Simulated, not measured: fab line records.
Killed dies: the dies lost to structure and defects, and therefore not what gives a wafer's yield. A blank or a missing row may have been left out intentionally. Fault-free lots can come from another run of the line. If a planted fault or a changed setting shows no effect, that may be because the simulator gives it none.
What tool caused it?	flow n5_finfet	30 wafers from 10 lots sampled at 5 of the route's 1938 steps

## WHAT THE GAUGES SHOWED, per wafer
N5_BEOL_M0_SAQP_OVL_MEAS_41.
lot	measured	on	M0_CUT1_OVL (nm)
L867	day 6 08:20	overlay-02	1.2 0.7 1.6
L871	day 7 10:32	overlay-02	0.7 1.3 0.8
L872	day 7 17:25	overlay-01	0.6 0.1 -0.3
L873	day 7 20:43	overlay-01	1.1 1.0 1.0
L877	day 9 05:30	overlay-02	0.1 0.5 0.5
L880	day 9 14:00	overlay-02	-0.2 0.2 0.5
L881	day 9 22:41	overlay-01	0.9 0.3 1.0
L882	day 10 06:59	overlay-01	0.8 0.0 -0.5
L885	day 10 21:33	overlay-02	2.0 1.0 1.0
L886	day 11 08:00	overlay-01	-0.2 0.0 -0.5

N5_BEOL_M4_RC_MEAS_101.
lot	measured	on	DIBL_N (mV/V)	DIBL_P (mV/V)	IOFF_N (nA/um)	IOFF_P (nA/um)	ION_N (uA/um)	ION_P (uA/um)	SS_N (mV/dec)	SS_P (mV/dec)	VT_N (mV)	VT_P (mV)
L867	day 8 15:43	prober-02	37.4 37.2 37.6	37.7 36.4 37.6	0.176 0.156 0.172	0.234 0.216 0.230	681 669 673	472 460 465	71.2 71.7 71.4	74.2 74.4 73.6	245.6 251.1 246.3	-246.2 -246.7 -246.6
L877	day 11 20:33	prober-01	34.9 36.3 35.6	35.2 37.1 36.3	0.158 0.175 0.160	0.207 0.234 0.216	677 687 682	462 473 464	71.9 71.6 71.2	73.0 73.6 73.1	249.8 248.8 248.1	-250.5 -247.4 -248.5
L880	day 12 01:35	prober-01	38.8 36.8 35.9	38.3 36.7 34.8	0.210 0.172 0.150	0.260 0.236 0.195	679 685 666	466 462 452	71.5 71.6 71.4	73.9 73.6 73.1	245.5 248.6 250.7	-248.1 -248.9 -251.8
L881	day 12 01:40	prober-02	36.1 36.1 35.0	35.1 34.6 33.8	0.162 0.162 0.150	0.204 0.194 0.184	672 681 680	465 463 463	71.2 71.5 70.9	72.9 73.4 72.8	248.7 248.9 250.5	-249.9 -252.3 -251.6
L882	day 12 19:37	prober-02	35.0 35.2 38.0	34.3 34.6 37.7	0.146 0.144 0.191	0.194 0.202 0.251	679 667 679	467 462 467	70.6 70.2 70.8	72.6 72.6 73.4	249.2 249.8 243.9	-249.9 -249.2 -248.9
L885	day 13 12:47	prober-01	36.7 34.1 34.5	38.9 35.2 36.2	0.172 0.128 0.141	0.245 0.191 0.199	678 662 671	468 462 461	71.2 70.9 70.6	73.8 72.5 73.5	248.6 250.9 251.8	-249.6 -248.4 -251.2
L886	day 13 20:19	prober-01	36.9 36.1 37.2	37.2 36.4 37.9	0.179 0.162 0.189	0.233 0.231 0.242	680 683 687	468 469 471	71.7 71.4 72.7	73.4 74.0 74.3	249.0 249.9 247.6	-246.6 -250.1 -248.8

## WHICH TOOL RAN EACH LOT (tool, then ch and the chambers of the sampled wafers, then the start)
lot	N5_BEOL_M0_SAQP_DESCUM_45	N5_BEOL_M0_SAQP_ALD_48	N5_BEOL_M0_SAQP_ETCH_49
L867	rie_diel-03 ch 0,1,3, day 6 08:35	ald_sin-04 ch 0,1,3, day 6 10:08	rie_diel-02 ch 0,1,3, day 6 10:39
L871	rie_diel-03 ch 0,1,2, day 7 10:37	ald_sin-04 ch 0,1,2, day 7 10:53	rie_diel-01 ch 0,1,3, day 7 11:25
L872	rie_diel-01 ch 0,1,3, day 7 17:31	ald_sin-03 ch 1,2, day 7 18:07	rie_diel-03 ch 0,2,3, day 7 18:49
L873	rie_diel-02 ch 1,3, day 7 20:48	ald_sin-03 ch 0,2, day 7 21:05	rie_diel-01 ch 0,1,2, day 7 21:37
L877	rie_diel-01 ch 0,1,3, day 9 05:40	ald_sin-04 ch 1,2,3, day 9 05:57	rie_diel-03 ch 0,2,3, day 9 06:31
L880	rie_diel-01 ch 0,2, day 9 14:05	ald_sin-03 ch 1,2, day 9 14:22	rie_diel-02 ch 1,2, day 9 14:53
L881	rie_diel-02 ch 0,2,3, day 9 22:56	ald_sin-04 ch 0,1,2, day 9 23:14	rie_diel-03 ch 0,1,2, day 9 23:45
L882	rie_diel-01 ch 0,2,3, day 10 07:07	ald_sin-04 ch 2,3, day 10 07:25	rie_diel-01 ch 0,3, day 10 07:56
L885	rie_diel-02 ch 1,2,3, day 10 21:38	ald_sin-01 ch 1,2,3, day 10 21:55	rie_diel-01 ch 0,1,2, day 10 22:46
L886	rie_diel-03 ch 1,2, day 11 08:05	ald_sin-03 ch 0,1, day 11 08:23	rie_diel-02 ch 0,1,2, day 11 09:13
- N5_BEOL_M0_SAQP_DESCUM_45: chemistry O2, time 7 s.
- N5_BEOL_M0_SAQP_ALD_48: deposits SiO2, target thk 20 nm, pulse time 1 s, co reactant pulse time 1 s.
- N5_BEOL_M0_SAQP_ETCH_49: etches SiO2 in CF4/O2, target depth 37 nm.

## AS READ BY THE TOOLS THEMSELVES (means over the sampled wafers that have a number; for cases with no such wafer, the mark the record gives instead)
N5_BEOL_M0_SAQP_DESCUM_45.
lot	tool	drypump_motor_current_A (A)	oes_product_au (a.u.)	rf_vpp_V (V)	showerhead_plenum_p_Torr (Torr)	throttle_valve_pct (%)
L867	rie_diel-03	6.0	0.89	244.4	2.12	20.20
L871	rie_diel-03	6.2	0.86	244.0	2.15	20.17
L872	rie_diel-01	5.7	0.85	244.0	2.15	20.40
L873	rie_diel-02	5.5	0.69	243.2	2.09	20.74
L877	rie_diel-01	5.7	0.84	244.3	2.15	20.42
L880	rie_diel-01	5.2	0.83	243.0	2.09	20.29
L881	rie_diel-02	5.4	0.75	244.0	2.11	20.36
L882	rie_diel-01	5.4	0.84	243.2	2.13	20.36
L885	rie_diel-02	5.2	0.82	243.2	2.07	20.51
L886	rie_diel-03	6.5	0.79	243.7	2.19	20.31

N5_BEOL_M0_SAQP_ALD_48.
lot	tool	chamber_pressure_Torr (Torr)	heater_power_w (W)	precursor_pulse_height_rel
L867	ald_sin-04	2.003	80	1.000
L871	ald_sin-04	-	-	-
L872	ald_sin-03	-	-	-
L873	ald_sin-03	-	-	-
L877	ald_sin-04	1.997	79	1.002
L880	ald_sin-03	2.001	66	0.999
L881	ald_sin-04	2.001	85	0.985
L882	ald_sin-04	2.006	79	1.006
L885	ald_sin-01	1.997	83	0.986
L886	ald_sin-03	1.998	77	1.022

N5_BEOL_M0_SAQP_ETCH_49.
lot	tool	cf4_flow_sccm (sccm)	drypump_motor_current_A (A)	oes_product_au (a.u.)	rf_vpp_V (V)	showerhead_plenum_p_Torr (Torr)	throttle_valve_pct (%)
L867	rie_diel-02	100.0	5.6	0.73	241.4	2.25	15.94
L871	rie_diel-01	99.9	5.7	0.85	243.9	2.27	15.80
L872	rie_diel-03	100.0	5.9	0.92	241.2	2.25	15.51
L873	rie_diel-01	99.8	5.5	0.82	240.9	2.23	15.74
L877	rie_diel-03	100.1	5.9	0.89	241.8	2.24	15.54
L880	rie_diel-02	99.8	5.3	0.76	239.4	2.15	16.02
L881	rie_diel-03	99.8	6.2	0.84	241.5	2.25	15.63
L882	rie_diel-01	100.1	5.7	0.84	243.7	2.30	15.87
L885	rie_diel-01	100.0	5.5	0.80	242.2	2.22	15.78
L886	rie_diel-02	99.9	5.6	0.84	240.0	2.20	15.75

## THE ANSWER, worked out from the rows above alone
Rule: what is usual is taken from the lots themselves. Put in order of their means at a reading, lots are off if they are a third of the lots or fewer, leave a main group of 4 or more, and stand apart from it by a gap of 3 or more times the standard deviation of the main group's means; of several such gaps the widest counts. A main group is skipped when, at the precision printed for the reading in the tables above, its means are all equal. Also off: a lot with no number at a reading for which 4 or more lots have one. The other lots that the step has rows for count as sound. Order of review: gauges by route order, followed by the tools' own readings, for which a lot's mean as printed above is used. The first step at which some lot is off is used, and at that step the reading that is off furthest; a lot without a number counts as furthest.
Off: L871, L872, L873, at N5_BEOL_M0_SAQP_ALD_48 (chamber_pressure_Torr). Without a number there: L871, L872, L873. Mean 2.000 Torr and standard deviation 0.0031 in the main group.
If a tool, at that step or one of the process steps before it, ran each lot that is off and ran no sound lot following the first of them, it fits. Of those tried, none fits.

## WHAT THE SIMULATOR PUT IN
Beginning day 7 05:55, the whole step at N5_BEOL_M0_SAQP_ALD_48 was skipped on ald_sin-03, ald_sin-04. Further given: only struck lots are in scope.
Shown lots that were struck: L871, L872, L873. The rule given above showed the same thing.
